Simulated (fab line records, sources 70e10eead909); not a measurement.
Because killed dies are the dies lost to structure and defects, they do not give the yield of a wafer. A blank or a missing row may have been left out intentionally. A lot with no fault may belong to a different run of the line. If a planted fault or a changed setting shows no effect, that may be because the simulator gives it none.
Comparing a struck lot with a sound one :: flow nandHarc :: 14 out of 1302 route steps
Sound: wafers L258.1, L258.2, L258.4. Wafers struck: L253.3, L253.4, L253.6. The cause is named last.
Per side, at each step with rows, come the tool, then ch with its chambers, and then its first start. Under that, the readings that differ: sound wafers :: struck wafers :: difference of the means :: sigmas: that difference in standard deviations of wafers without a fault.
alike: same words and numbers on both sides, and readings whose means sit less than 2 such deviations apart. not compared: any withheld reading, any reading some wafer has no value for, any bound like >300 that may hide the same value, and any number with overlapping values for which the record gives no deviation.
The two part at a step that has a row with sigmas, a row that says differs or no value, or rows on one side only. When numbers do not overlap yet have no deviation, they are printed without sigmas and do not part them. Lack of a reading on every wafer of one side parts them only where that side has two or more wafers.

NHARC_A_M1_INSPECT_27:
  struck on defectInspect-01, day 28 11:46; sound on defectInspect-02, day 29 06:20
reading: rawDefectCount
sound: 548 1025 778
struck: 394 351 422
difference: -395
sigmas: -4
NHARC_A_M1_PRE_CLEAN_32: time 12 s.
  sound on pecvd-04 ch 0,1,2, day 29 06:25; struck on pecvd-02 ch 0,1, day 28 11:52
  alike: heaterPowerW
  not compared: sinceWetCleanH
NHARC_A_M1_DEP_33: deposits SiCN, target thk 30 nm.
  sound on pecvd-04 ch 0,1,2, day 29 06:29; struck on pecvd-02 ch 0,1, day 28 12:00
  alike: heaterPowerW
  not compared: sinceWetCleanH
NHARC_A_BONDPAD_DEP_00: deposits SiCN, target thk 250 nm.
  sound on pecvd-02 ch 0,1, day 29 07:07; struck on pecvd-04 ch 0,1,2, day 28 12:32
  alike: heaterPowerW
  not compared: sinceWetCleanH
NHARC_A_BONDPAD_CMP_29: polishes SiCN, target thk 200 nm.
  sound on cmp-04 ch 0,1,2, day 29 07:33; struck on cmp-03 ch 0,2, day 28 12:56
  alike: motorCurrentA
NHARC_A_BONDPAD_THK_MEAS_30: measures by ellipsometry.
  struck on filmMetro-02, day 28 13:10; sound on filmMetro-01, day 29 07:47
  alike: thkNm
then, 5 steps without rows for these wafers: NHARC_A_BONDPAD_SRD_31; NHARC_A_BONDPAD_DEHYDRATE_01 (time 120 s); NHARC_A_BONDPAD_HMDS_02 (time 30 s); NHARC_A_BONDPAD_COAT_33 (time 65 s); NHARC_A_BONDPAD_COAT_03 (resist thk 600 nm).
NHARC_A_BONDPAD_SOFTBAKE_04: time 70 s.
  sound on lithoTrack-03 ch 0, day 29 07:00; struck on lithoTrack-07 ch 0, day 28 13:00
reading: heaterPowerTotalW (W)
sound: 199.6 202.5 198.9
struck: 212.0 211.6 211.1
difference: +11.2
sigmas: +9
following that, these wafers have no rows for 1 step: NHARC_A_BONDPAD_EBR_05.
NHARC_END_SORT_01:
  sound on prober-01 ch 0, day 30 16:20; struck on prober-01 ch 0, day 30 00:09
  alike: defectLimitedYield, killedAtArray, killedAtOther, killedAtPeriphery, killedDies, killedOpen, killedShort

== WHERE THEY PART ==
Earliest at NHARC_A_M1_INSPECT_27; latest, in this record, at NHARC_A_BONDPAD_SOFTBAKE_04. Later steps at which nothing parts them and some readings are alike: NHARC_END_SORT_01.

WHY: what the simulator had put in
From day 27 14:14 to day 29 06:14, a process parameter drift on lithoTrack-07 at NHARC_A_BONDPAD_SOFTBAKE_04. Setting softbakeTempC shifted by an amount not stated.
